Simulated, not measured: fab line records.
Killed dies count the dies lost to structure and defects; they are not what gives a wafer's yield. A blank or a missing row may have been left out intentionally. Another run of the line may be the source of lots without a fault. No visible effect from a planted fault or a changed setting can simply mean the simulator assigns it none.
fab line records :: flow n5_finfet
record:
  lots: 5
  wafers: 14
  last_day: 17
route steps=1938 shown BEOL_M12@1624 PASSIVATION@1936
lots that met no fault: taken from a fault-free run of the same line
start_h: hours from the record's first day to the start of the lot's first wafer shown :: wait_h: time in hours since the lot's previous step :: " identical to the entry in the row above :: L1.1+2: several wafers, shown together as one row :: - value missing, or start not given :: * or withheld: withheld :: < > ~ a bound
route shown NAME@n: names a module that has steps shown in the file, with the first one's number in the route :: usual: mean/standard deviation taken from wafers without a fault :: same: alike in all rows :: chamber/n: place in a boat :: sites: per-site readings :: _std_site: how widely they spread, as a standard deviation :: _edge_site: mean of outer sites minus mean of inner sites :: radius_mm: how far each site lies from the wafer's centre :: mask NAME#n: copy n :: behind: the most recent tool/chamber to have shaped the wafer :: hold: the reason the lot was held/the length of the hold in hours/how it ended :: device: whichever transistor did not switch (one of n, p or np) :: end of line: the tests these same wafers got at the end of their route :: for a step that has no rows: nothing shown but its recipe :: killed: not the wafer's yield, but the dies lost to structure and defects at the first sort :: map: per-die view of a wafer (x killed, . not killed, _ where there is no die)
set.NAME: the setting that was run; set.NAME@STEP: the one run at that earlier step :: model.NAME: the simulator's own value behind a step, which no gauge read
lots at selected steps of the route; one table per step, one row per wafer
services: from which hour (start_h, from the record's first day; less than 0 if before it) a tool's chamber was out of use, for how many hours, and why
== steps ==
step: N5_BEOL_M12_COAT_66
recipe:
  resist: SiARC
  temp_c: 220
  time_s: 60
  spin_rpm: 1500
  resist_thk_nm: 110
step: N5_BEOL_M12_COAT_22
recipe:
  spin_rpm: 2888
  resist_thk_nm: 300
step: N5_BEOL_M12_EBR_24
recipe:
  solvent: PGMEA
  ebr_width_mm: 1.5
step: N5_BEOL_M12_SOFTBAKE_23
recipe:
  temp_c: 130
  time_s: 60
step: N5_BEOL_M12_EXPOSE_25
recipe:
  mask_id: M12
  na: 0.93
  source_shape: conventional
  sigma_outer: 0.4
  polarization: unpolarized
  dose_mj: 21.8
step: N5_BEOL_M12_PEB_26
recipe:
  peb_temp_c: 130
  peb_time_s: 90
step: N5_BEOL_M12_DEVELOP_27
recipe:
  develop_time_s: 45
  rinse_liquid: diw
  dry: air_spin
  dev_temp_c: 21
step: N5_BEOL_M12_HARDBAKE_32
recipe:
  temp_c: 130
  time_s: 120
step: N5_BEOL_M12_CD_MEAS_28
recipe:
  target_cd_nm: 160.2
  landing_energy_ev: 500
  detector: se_inlens
  polarity: opening
usual:
  cd_nm: 160.0/2.4
lot.wafer: L940.1
tool: cd_sem-02
chamber: 0
start_h: 261.61
wait_h: -
cd_nm: 159.3

lot.wafer: L940.5
tool: cd_sem-02
chamber: 0
start_h: 261.61
wait_h: -
cd_nm: 160.8

lot.wafer: L940.6
tool: cd_sem-02
chamber: 0
start_h: 261.61
wait_h: -
cd_nm: 161.4

lot.wafer: L942.2
tool: cd_sem-02
chamber: 0
start_h: 277.73
wait_h: -
cd_nm: 157.5

lot.wafer: L942.3
tool: cd_sem-02
chamber: 0
start_h: 277.73
wait_h: -
cd_nm: 159.4

lot.wafer: L942.4
tool: cd_sem-02
chamber: 0
start_h: 277.73
wait_h: -
cd_nm: 161.3

lot.wafer: L952.2
tool: cd_sem-01
chamber: 0
start_h: 349.43
wait_h: -
cd_nm: 157.7

lot.wafer: L952.4
tool: cd_sem-01
chamber: 0
start_h: 349.43
wait_h: -
cd_nm: 162.8

lot.wafer: L952.5
tool: cd_sem-01
chamber: 0
start_h: 349.43
wait_h: -
cd_nm: 157.7

lot.wafer: L956.1
tool: cd_sem-03
chamber: 0
start_h: 354.39
wait_h: -
cd_nm: 166.8

lot.wafer: L956.2
tool: cd_sem-03
chamber: 0
start_h: 354.39
wait_h: -
cd_nm: 160.6

lot.wafer: L954.2
tool: cd_sem-03
chamber: 0
start_h: 361.78
wait_h: -
cd_nm: 160.0

lot.wafer: L954.3
tool: cd_sem-03
chamber: 0
start_h: 361.78
wait_h: -
cd_nm: 156.9

lot.wafer: L954.6
tool: cd_sem-03
chamber: 0
start_h: 361.78
wait_h: -
cd_nm: 158.5
step: N5_BEOL_M12_OVL_MEAS_29
recipe:
  points_per_wafer: 44
usual:
  M12_OVL: -2/6.3
lot.wafer: L940.1
tool: overlay-02
chamber: 0
start_h: 261.64
wait_h: 0.0
M12_OVL[nm]: -7

lot.wafer: L940.5
tool: overlay-02
chamber: 0
start_h: 261.64
wait_h: 0.0
M12_OVL[nm]: -9

lot.wafer: L940.6
tool: overlay-02
chamber: 0
start_h: 261.64
wait_h: 0.0
M12_OVL[nm]: -11

lot.wafer: L942.2
tool: overlay-01
chamber: 0
start_h: 277.76
wait_h: 0.0
M12_OVL[nm]: -12

lot.wafer: L942.3
tool: overlay-01
chamber: 0
start_h: 277.76
wait_h: 0.0
M12_OVL[nm]: -22

lot.wafer: L942.4
tool: overlay-01
chamber: 0
start_h: 277.76
wait_h: 0.0
M12_OVL[nm]: -14

lot.wafer: L952.2
tool: overlay-01
chamber: 0
start_h: 349.46
wait_h: 0.0
M12_OVL[nm]: -5

lot.wafer: L952.4
tool: overlay-01
chamber: 0
start_h: 349.46
wait_h: 0.0
M12_OVL[nm]: -4

lot.wafer: L952.5
tool: overlay-01
chamber: 0
start_h: 349.46
wait_h: 0.0
M12_OVL[nm]: -12

lot.wafer: L956.1
tool: overlay-01
chamber: 0
start_h: 354.42
wait_h: 0.0
M12_OVL[nm]: -2

lot.wafer: L956.2
tool: overlay-01
chamber: 0
start_h: 354.42
wait_h: 0.0
M12_OVL[nm]: 2

lot.wafer: L954.2
tool: overlay-01
chamber: 0
start_h: 361.81
wait_h: 0.0
M12_OVL[nm]: -8

lot.wafer: L954.3
tool: overlay-01
chamber: 0
start_h: 361.81
wait_h: 0.0
M12_OVL[nm]: -5

lot.wafer: L954.6
tool: overlay-01
chamber: 0
start_h: 361.81
wait_h: 0.0
M12_OVL[nm]: -10
step: N5_BEOL_M12_INSPECT_30
recipe:
  mode: adi
  inspect_instrument: macro
usual:
  raw_defect_count: 2.0/1.4
lot.wafer: L940.1
tool: defect_inspect-02
chamber: -
start_h: 262.71
wait_h: 1.1
raw_defect_count: 3

lot.wafer: L940.5
tool: defect_inspect-02
chamber: -
start_h: 262.71
wait_h: 1.1
raw_defect_count: 1

lot.wafer: L940.6
tool: defect_inspect-02
chamber: -
start_h: 262.71
wait_h: 1.1
raw_defect_count: 1

lot.wafer: L942.2
tool: defect_inspect-02
chamber: -
start_h: 277.78
wait_h: 0.0
raw_defect_count: 2

lot.wafer: L942.3
tool: defect_inspect-02
chamber: -
start_h: 277.78
wait_h: 0.0
raw_defect_count: 3

lot.wafer: L942.4
tool: defect_inspect-02
chamber: -
start_h: 277.78
wait_h: 0.0
raw_defect_count: 3

lot.wafer: L952.2
tool: defect_inspect-02
chamber: -
start_h: 349.49
wait_h: 0.0
raw_defect_count: 2

lot.wafer: L952.4
tool: defect_inspect-02
chamber: -
start_h: 349.49
wait_h: 0.0
raw_defect_count: 4

lot.wafer: L952.5
tool: defect_inspect-02
chamber: -
start_h: 349.49
wait_h: 0.0
raw_defect_count: 4

lot.wafer: L956.1
tool: defect_inspect-01
chamber: -
start_h: 354.45
wait_h: 0.0
raw_defect_count: 2

lot.wafer: L956.2
tool: defect_inspect-01
chamber: -
start_h: 354.45
wait_h: 0.0
raw_defect_count: 2

lot.wafer: L954.2
tool: defect_inspect-02
chamber: -
start_h: 361.83
wait_h: 0.0
raw_defect_count: 3

lot.wafer: L954.3
tool: defect_inspect-02
chamber: -
start_h: 361.83
wait_h: 0.0
raw_defect_count: 2

lot.wafer: L954.6
tool: defect_inspect-02
chamber: -
start_h: 361.83
wait_h: 0.0
raw_defect_count: 1
step: N5_BEOL_M12_DESCUM_33
recipe:
  chemistry: O2
  time_s: 7.9
  source_power_w: 50
  bias_power_w: 20
  pressure_mtorr: 20
  rf_frequency_hz: 2.712e+07
  temp_c: 40
  o2_flow_sccm: 225
usual:
  drypump_motor_current_A: 5.5/0.42
  oes_product_au: 0.80/0.068
  rf_vpp_V: 243.3/1.2
  showerhead_plenum_p_Torr: 2.10/0.059
  throttle_valve_pct: 20.23/0.21
lot.wafer: L940.1
tool: rie_diel-02
chamber: 0
start_h: 263.14
wait_h: 0.4
drypump_motor_current_A: 6.2
oes_product_au: 0.87
rf_hours_counter_h: 44
rf_vpp_V: 243.6
showerhead_plenum_p_Torr: 2.01
throttle_valve_pct: 20.36

lot.wafer: L940.5
tool: rie_diel-02
chamber: 3
start_h: 263.14
wait_h: 0.4
drypump_motor_current_A: 6.1
oes_product_au: 0.70
rf_hours_counter_h: -
rf_vpp_V: 242.2
showerhead_plenum_p_Torr: 2.06
throttle_valve_pct: 20.56

lot.wafer: L940.6
tool: rie_diel-02
chamber: 2
start_h: 263.14
wait_h: 0.4
drypump_motor_current_A: 6.2
oes_product_au: 0.84
rf_hours_counter_h: -
rf_vpp_V: 243.8
showerhead_plenum_p_Torr: 2.04
throttle_valve_pct: 19.98

lot.wafer: L942.2
tool: rie_diel-01
chamber: 1
start_h: 277.82
wait_h: 0.0
drypump_motor_current_A: 5.5
oes_product_au: 0.86
rf_hours_counter_h: 46
rf_vpp_V: 245.3
showerhead_plenum_p_Torr: 2.15
throttle_valve_pct: 20.02

lot.wafer: L942.3
tool: rie_diel-01
chamber: 3
start_h: 277.82
wait_h: 0.0
drypump_motor_current_A: 4.8
oes_product_au: 0.73
rf_hours_counter_h: 132
rf_vpp_V: 243.3
showerhead_plenum_p_Torr: 2.06
throttle_valve_pct: 19.83

lot.wafer: L942.4
tool: rie_diel-01
chamber: 2
start_h: 277.82
wait_h: 0.0
drypump_motor_current_A: 5.6
oes_product_au: 0.85
rf_hours_counter_h: 64
rf_vpp_V: 242.4
showerhead_plenum_p_Torr: 2.12
throttle_valve_pct: 20.36

lot.wafer: L952.2
tool: rie_diel-01
chamber: 3
start_h: 349.75
wait_h: 0.3
drypump_motor_current_A: 4.8
oes_product_au: 0.71
rf_hours_counter_h: 158
rf_vpp_V: 242.7
showerhead_plenum_p_Torr: 2.05
throttle_valve_pct: 19.86

lot.wafer: L952.4
tool: rie_diel-01
chamber: 0
start_h: 349.75
wait_h: 0.3
drypump_motor_current_A: 5.7
oes_product_au: 0.69
rf_hours_counter_h: 239
rf_vpp_V: 244.1
showerhead_plenum_p_Torr: 2.14
throttle_valve_pct: 20.35

lot.wafer: L952.5
tool: rie_diel-01
chamber: 0
start_h: 349.75
wait_h: 0.3
drypump_motor_current_A: 5.6
oes_product_au: 0.69
rf_hours_counter_h: -
rf_vpp_V: 245.0
showerhead_plenum_p_Torr: 2.14
throttle_valve_pct: 20.35

lot.wafer: L956.1
tool: rie_diel-04
chamber: 0
start_h: 354.68
wait_h: 0.2
drypump_motor_current_A: 5.9
oes_product_au: 0.84
rf_hours_counter_h: 57
rf_vpp_V: 241.3
showerhead_plenum_p_Torr: 2.03
throttle_valve_pct: 20.46

lot.wafer: L956.2
tool: rie_diel-04
chamber: 1
start_h: 354.68
wait_h: 0.2
drypump_motor_current_A: 5.2
oes_product_au: 0.82
rf_hours_counter_h: 76
rf_vpp_V: 245.1
showerhead_plenum_p_Torr: 2.22
throttle_valve_pct: 20.27

lot.wafer: L954.2
tool: rie_diel-04
chamber: 1
start_h: 361.90
wait_h: 0.1
drypump_motor_current_A: 5.2
oes_product_au: 0.82
rf_hours_counter_h: 80
rf_vpp_V: 244.5
showerhead_plenum_p_Torr: 2.22
throttle_valve_pct: 20.26

lot.wafer: L954.3
tool: rie_diel-04
chamber: 2
start_h: 361.90
wait_h: 0.1
drypump_motor_current_A: 4.9
oes_product_au: 0.78
rf_hours_counter_h: 117
rf_vpp_V: 243.4
showerhead_plenum_p_Torr: 2.11
throttle_valve_pct: 20.23

lot.wafer: L954.6
tool: rie_diel-04
chamber: 0
start_h: 361.90
wait_h: 0.1
drypump_motor_current_A: 5.9
oes_product_au: 0.83
rf_hours_counter_h: -
rf_vpp_V: 241.7
showerhead_plenum_p_Torr: 2.03
throttle_valve_pct: 20.46
step: N5_BEOL_M12_ETCH_67
recipe:
  chemistry: CF4
  target: SiARC
  target_depth_a: 1430
  time_s: 238.3
  ion_energy_ev: 80
  pressure_mtorr: 40
  source_w: 545
  bias_w: 36
  Ar_flow_sccm: 100
  cf4_flow_sccm: 100
  ends: cleared
usual:
  bias_w: 36.01/0.11
  drypump_motor_current_A: 5.5/0.41
  etch_rf_on_time_s: 239/8.6
  oes_product_au: 0.69/0.063
  rf_vpp_V: 184.2/0.94
  showerhead_plenum_p_Torr: 2.15/0.053
  throttle_valve_pct: 15.44/0.23
lot.wafer: L940.1
tool: rie_diel-02
chamber: 0
start_h: 263.18
wait_h: 0.0
bias_w: 36.01
drypump_motor_current_A: 6.2
etch_rf_on_time_s: 229
oes_product_au: 0.75
rf_hours_counter_h: 44
rf_vpp_V: 184.2
showerhead_plenum_p_Torr: 2.09
throttle_valve_pct: 15.75

lot.wafer: L940.5
tool: rie_diel-02
chamber: 3
start_h: 263.18
wait_h: 0.0
bias_w: 35.86
drypump_motor_current_A: 6.1
etch_rf_on_time_s: 251
oes_product_au: 0.58
rf_hours_counter_h: -
rf_vpp_V: 183.7
showerhead_plenum_p_Torr: 2.11
throttle_valve_pct: 15.86

lot.wafer: L940.6
tool: rie_diel-02
chamber: 2
start_h: 263.18
wait_h: 0.0
bias_w: 35.91
drypump_motor_current_A: 6.2
etch_rf_on_time_s: 254
oes_product_au: 0.70
rf_hours_counter_h: -
rf_vpp_V: 184.0
showerhead_plenum_p_Torr: 2.11
throttle_valve_pct: 15.19

lot.wafer: L942.2
tool: rie_diel-01
chamber: 1
start_h: 277.85
wait_h: 0.0
bias_w: 35.95
drypump_motor_current_A: 5.5
etch_rf_on_time_s: 244
oes_product_au: 0.71
rf_hours_counter_h: 46
rf_vpp_V: 184.0
showerhead_plenum_p_Torr: 2.17
throttle_valve_pct: 15.11

lot.wafer: L942.3
tool: rie_diel-01
chamber: 3
start_h: 277.85
wait_h: 0.0
bias_w: 35.73
drypump_motor_current_A: 4.8
etch_rf_on_time_s: 238
oes_product_au: 0.64
rf_hours_counter_h: 132
rf_vpp_V: 185.1
showerhead_plenum_p_Torr: 2.14
throttle_valve_pct: 15.21

lot.wafer: L942.4
tool: rie_diel-01
chamber: 2
start_h: 277.85
wait_h: 0.0
bias_w: 36.05
drypump_motor_current_A: 5.6
etch_rf_on_time_s: 233
oes_product_au: 0.72
rf_hours_counter_h: 64
rf_vpp_V: 183.2
showerhead_plenum_p_Torr: 2.17
throttle_valve_pct: 15.50

lot.wafer: L952.2
tool: rie_diel-01
chamber: 3
start_h: 349.78
wait_h: 0.0
bias_w: 35.91
drypump_motor_current_A: 4.8
etch_rf_on_time_s: 240
oes_product_au: 0.62
rf_hours_counter_h: 158
rf_vpp_V: 183.6
showerhead_plenum_p_Torr: 2.13
throttle_valve_pct: 15.26

lot.wafer: L952.4
tool: rie_diel-01
chamber: 0
start_h: 349.78
wait_h: 0.0
bias_w: -
drypump_motor_current_A: 5.7
etch_rf_on_time_s: 307
oes_product_au: 0.56
rf_hours_counter_h: 239
rf_vpp_V: 202.9
showerhead_plenum_p_Torr: 2.20
throttle_valve_pct: 15.73

lot.wafer: L952.5
tool: rie_diel-01
chamber: 0
start_h: 349.78
wait_h: 0.0
bias_w: -
drypump_motor_current_A: 5.6
etch_rf_on_time_s: 309
oes_product_au: 0.55
rf_hours_counter_h: -
rf_vpp_V: 202.4
showerhead_plenum_p_Torr: 2.20
throttle_valve_pct: 15.71

lot.wafer: L956.1
tool: rie_diel-04
chamber: 0
start_h: 354.71
wait_h: 0.0
bias_w: 36.21
drypump_motor_current_A: 5.8
etch_rf_on_time_s: 239
oes_product_au: 0.71
rf_hours_counter_h: 57
rf_vpp_V: 182.5
showerhead_plenum_p_Torr: 2.09
throttle_valve_pct: 15.65

lot.wafer: L956.2
tool: rie_diel-04
chamber: 1
start_h: 354.71
wait_h: 0.0
bias_w: 36.35
drypump_motor_current_A: 5.2
etch_rf_on_time_s: 238
oes_product_au: 0.71
rf_hours_counter_h: 76
rf_vpp_V: 185.9
showerhead_plenum_p_Torr: 2.26
throttle_valve_pct: 15.49

lot.wafer: L954.2
tool: rie_diel-04
chamber: 1
start_h: 361.93
wait_h: 0.0
bias_w: 35.77
drypump_motor_current_A: 5.1
etch_rf_on_time_s: 236
oes_product_au: 0.70
rf_hours_counter_h: 80
rf_vpp_V: 185.5
showerhead_plenum_p_Torr: 2.26
throttle_valve_pct: 15.51

lot.wafer: L954.3
tool: rie_diel-04
chamber: 2
start_h: 361.93
wait_h: 0.0
bias_w: 35.92
drypump_motor_current_A: 5.0
etch_rf_on_time_s: 242
oes_product_au: 0.65
rf_hours_counter_h: 117
rf_vpp_V: 183.8
showerhead_plenum_p_Torr: 2.14
throttle_valve_pct: 15.31

lot.wafer: L954.6
tool: rie_diel-04
chamber: 0
start_h: 361.93
wait_h: 0.0
bias_w: 35.94
drypump_motor_current_A: 5.9
etch_rf_on_time_s: 241
oes_product_au: 0.70
rf_hours_counter_h: -
rf_vpp_V: 183.6
showerhead_plenum_p_Torr: 2.09
throttle_valve_pct: 15.66
step: N5_BEOL_M12_ETCH_68
recipe:
  chemistry: N2/H2
  target: SOC
  mask_material: SiARC
  source_w: 3000
  bias_w: 350
  temp_c: 40
  time_s: 285
  ion_energy_ev: 200
  pressure_mtorr: 30
  n2_flow_sccm: 200
  h2_flow_sccm: 200
usual:
  bias_w: 350.2/1.1
  drypump_motor_current_A: 5.5/0.42
  oes_product_au: 0.80/0.069
  rf_vpp_V: 524.4/1.9
  showerhead_plenum_p_Torr: 2.56/0.072
  throttle_valve_pct: 17.60/0.17
lot.wafer: L940.1
tool: rie_diel-02
chamber: 0
start_h: 263.32
wait_h: 0.1
bias_w: 352.2
drypump_motor_current_A: 6.2
oes_product_au: 0.87
rf_hours_counter_h: 44
rf_vpp_V: 521.2
showerhead_plenum_p_Torr: 2.46
throttle_valve_pct: 17.81

lot.wafer: L940.5
tool: rie_diel-02
chamber: 3
start_h: 263.32
wait_h: 0.1
bias_w: 351.2
drypump_motor_current_A: 6.1
oes_product_au: 0.70
rf_hours_counter_h: -
rf_vpp_V: 521.5
showerhead_plenum_p_Torr: 2.49
throttle_valve_pct: 17.86

lot.wafer: L940.6
tool: rie_diel-02
chamber: 2
start_h: 263.32
wait_h: 0.1
bias_w: 350.1
drypump_motor_current_A: 6.2
oes_product_au: 0.84
rf_hours_counter_h: -
rf_vpp_V: 521.9
showerhead_plenum_p_Torr: 2.48
throttle_valve_pct: 17.30

lot.wafer: L942.2
tool: rie_diel-01
chamber: 1
start_h: 278.00
wait_h: 0.1
bias_w: 348.6
drypump_motor_current_A: 5.6
oes_product_au: 0.85
rf_hours_counter_h: 46
rf_vpp_V: 525.1
showerhead_plenum_p_Torr: 2.57
throttle_valve_pct: 17.27

lot.wafer: L942.3
tool: rie_diel-01
chamber: 3
start_h: 278.00
wait_h: 0.1
bias_w: 351.0
drypump_motor_current_A: 4.8
oes_product_au: 0.74
rf_hours_counter_h: 133
rf_vpp_V: 523.7
showerhead_plenum_p_Torr: 2.55
throttle_valve_pct: 17.54

lot.wafer: L942.4
tool: rie_diel-01
chamber: 2
start_h: 278.00
wait_h: 0.1
bias_w: 349.4
drypump_motor_current_A: 5.6
oes_product_au: 0.84
rf_hours_counter_h: 64
rf_vpp_V: 524.3
showerhead_plenum_p_Torr: 2.57
throttle_valve_pct: 17.66

lot.wafer: L952.2
tool: rie_diel-01
chamber: 3
start_h: 349.93
wait_h: 0.1
bias_w: 348.7
drypump_motor_current_A: 4.8
oes_product_au: 0.72
rf_hours_counter_h: 158
rf_vpp_V: 523.2
showerhead_plenum_p_Torr: 2.54
throttle_valve_pct: 17.58

lot.wafer: L952.4
tool: rie_diel-01
chamber: 0
start_h: 349.93
wait_h: 0.1
bias_w: 350.9
drypump_motor_current_A: 5.6
oes_product_au: 0.67
rf_hours_counter_h: 239
rf_vpp_V: 525.5
showerhead_plenum_p_Torr: 2.61
throttle_valve_pct: 17.74

lot.wafer: L952.5
tool: rie_diel-01
chamber: 0
start_h: 349.93
wait_h: 0.1
bias_w: 350.2
drypump_motor_current_A: 5.7
oes_product_au: 0.68
rf_hours_counter_h: -
rf_vpp_V: 526.2
showerhead_plenum_p_Torr: 2.61
throttle_valve_pct: 17.73

lot.wafer: L956.1
tool: rie_diel-04
chamber: 0
start_h: 354.86
wait_h: 0.1
bias_w: 351.1
drypump_motor_current_A: 5.9
oes_product_au: 0.84
rf_hours_counter_h: 57
rf_vpp_V: 523.4
showerhead_plenum_p_Torr: 2.45
throttle_valve_pct: 17.62

lot.wafer: L956.2
tool: rie_diel-04
chamber: 1
start_h: 354.86
wait_h: 0.1
bias_w: 349.2
drypump_motor_current_A: 5.2
oes_product_au: 0.82
rf_hours_counter_h: 76
rf_vpp_V: 527.4
showerhead_plenum_p_Torr: 2.71
throttle_valve_pct: 17.71

lot.wafer: L954.2
tool: rie_diel-04
chamber: 1
start_h: 362.08
wait_h: 0.1
bias_w: 350.7
drypump_motor_current_A: 5.2
oes_product_au: 0.82
rf_hours_counter_h: 80
rf_vpp_V: 527.3
showerhead_plenum_p_Torr: 2.71
throttle_valve_pct: 17.72

lot.wafer: L954.3
tool: rie_diel-04
chamber: 2
start_h: 362.08
wait_h: 0.1
bias_w: 348.9
drypump_motor_current_A: 5.0
oes_product_au: 0.78
rf_hours_counter_h: 117
rf_vpp_V: 523.3
showerhead_plenum_p_Torr: 2.57
throttle_valve_pct: 17.78

lot.wafer: L954.6
tool: rie_diel-04
chamber: 0
start_h: 362.08
wait_h: 0.1
bias_w: 351.0
drypump_motor_current_A: 5.8
oes_product_au: 0.84
rf_hours_counter_h: -
rf_vpp_V: 522.0
showerhead_plenum_p_Torr: 2.45
throttle_valve_pct: 17.64
step: N5_PASSIVATION_PROBE_49
usual:
  defect_limited_yield: 91.5/1.5
  killed_at_M0_to_M3: 32/10
  killed_at_M4_up: 13/4.9
  killed_at_contacts: 13/6.1
  killed_at_front_end: 38/11
  killed_at_other: 3/3.2
  killed_dies: 101/18
  killed_open: 66/13
  killed_short: 32/8.3
  sort_bin_5_function: 5.0/1
  sort_bin_6_memory: 3.2/0.74
  sort_bin_8_speed: 0.1/1.1
  sort_n_pass: 1078/22
  sort_yield_pct: 91.3/1.9
same:
  gross_dies: 1180
  killed_at_back_side: 0
  sort_bin_4_leakage[%]: 0
lot.wafer: L942.2
tool: prober-02
chamber: -
start_h: 326.77
wait_h: 0.1
defect_limited_yield[%]: 88.1
killed_at_M0_to_M3: 44
killed_at_M4_up: 15
killed_at_contacts: 19
killed_at_front_end: 61
killed_at_other: 2
killed_dies: 141
killed_open: 84
killed_short: 54
sort_bin_5_function[%]: 7.1
sort_bin_6_memory[%]: 4.4
sort_bin_8_speed[%]: 0
sort_n_pass: 1039
sort_yield_pct[%]: 88.1

lot.wafer: L942.3
tool: prober-02
chamber: -
start_h: 326.82
wait_h: 0.1
defect_limited_yield[%]: 90.1
killed_at_M0_to_M3: 33
killed_at_M4_up: 17
killed_at_contacts: 15
killed_at_front_end: 48
killed_at_other: 4
killed_dies: 117
killed_open: 84
killed_short: 27
sort_bin_5_function[%]: 5.4
sort_bin_6_memory[%]: 3.7
sort_bin_8_speed[%]: 0
sort_n_pass: 1063
sort_yield_pct[%]: 90.1

lot.wafer: L942.4
tool: prober-02
chamber: -
start_h: 326.87
wait_h: 0.2
defect_limited_yield[%]: 88.6
killed_at_M0_to_M3: 52
killed_at_M4_up: 15
killed_at_contacts: 19
killed_at_front_end: 45
killed_at_other: 4
killed_dies: 135
killed_open: 90
killed_short: 41
sort_bin_5_function[%]: 6.9
sort_bin_6_memory[%]: 3.8
sort_bin_8_speed[%]: 0
sort_n_pass: 1045
sort_yield_pct[%]: 88.6
killed by level:class
L942.2 MOL_CONTACT_COAG:geometric_particle:open=17 FIN_SAQP:geometric_particle:short=15 STI_FIN_REVEAL:geometric_particle:open=13 FIN_SAQP:geometric_particle:open=11 BEOL_M0_SAQP:geometric_particle:short=8 BEOL_M3:geometric_particle:open=8 BEOL_M2:geometric_particle:open=7 BEOL_M2:geometric_particle:short=7
L942.3 STI_FIN_REVEAL:geometric_particle:open=20 MOL_CONTACT_COAG:geometric_particle:open=14 BEOL_M3:geometric_particle:open=11 FIN_SAQP:geometric_particle:short=6 BEOL_M0_SAQP:geometric_particle:short=6 HKMG_FIN:area_etch=6 BEOL_M3:geometric_particle:short=5 BEOL_M4:geometric_particle:open=5
L942.4 MOL_CONTACT_COAG:geometric_particle:open=17 BEOL_M0_SAQP:geometric_particle:open=13 STI_FIN_REVEAL:geometric_particle:open=11 BEOL_M3:geometric_particle:open=10 FIN_SAQP:geometric_particle:open=9 BEOL_M0_SAQP:geometric_particle:short=9 BEOL_M1:geometric_particle:open=8 FIN_SAQP:geometric_particle:short=5
== services ==
tool: rie_diel-04
chamber: -
start_h: 260.98
hours: 14.6
kind: pm

tool: rie_diel-04
chamber: 3
start_h: 277.80
hours: 22.7
kind: repair

tool: rie_diel-04
chamber: -
start_h: 278.13
hours: 2.0
kind: repair

tool: rie_diel-04
chamber: 3
start_h: 321.91
hours: 5.7
kind: repair

tool: rie_diel-01
chamber: 1
start_h: 325.21
hours: 10.6
kind: repair

tool: rie_diel-02
chamber: 3
start_h: 333.97
hours: -
kind: clean

tool: rie_diel-02
chamber: 3
start_h: 333.97
hours: -
kind: consumable_replace:focus_ring

tool: rie_diel-02
chamber: 3
start_h: 333.97
hours: 38.0
kind: scheduled_down

tool: rie_diel-02
chamber: 3
start_h: 333.97
hours: 38.0
kind: vent_cycle

tool: rie_diel-04
chamber: 1
start_h: 338.19
hours: 8.8
kind: repair

tool: rie_diel-02
chamber: 1
start_h: 353.41
hours: 5.8
kind: repair
== key ==
first_sign:
  step: N5_BEOL_M12_ETCH_67
  reading: rf_vpp_V
  direction: up
  sigmas: 20
  usual: 184.2
  struck: 202.6
effect:
  step: N5_BEOL_M12_ETCH_67
  reading: etch_rf_on_time_s
  direction: up
  sigmas: 8
  usual: *
  struck: *
met_at N5_BEOL_M12_ETCH_67
struck_wafers L952.4,L952.5
fault:
  kind: process_parameter_drift
  tool: rie_diel-01
  chamber: 0
  onset_h: 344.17
  steps: N5_BEOL_M12_ETCH_67
  channel: source_w
  offset: -130.8
  shape: step
  end_h: 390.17
  acts_in: these_recipes_only
  stated: 545
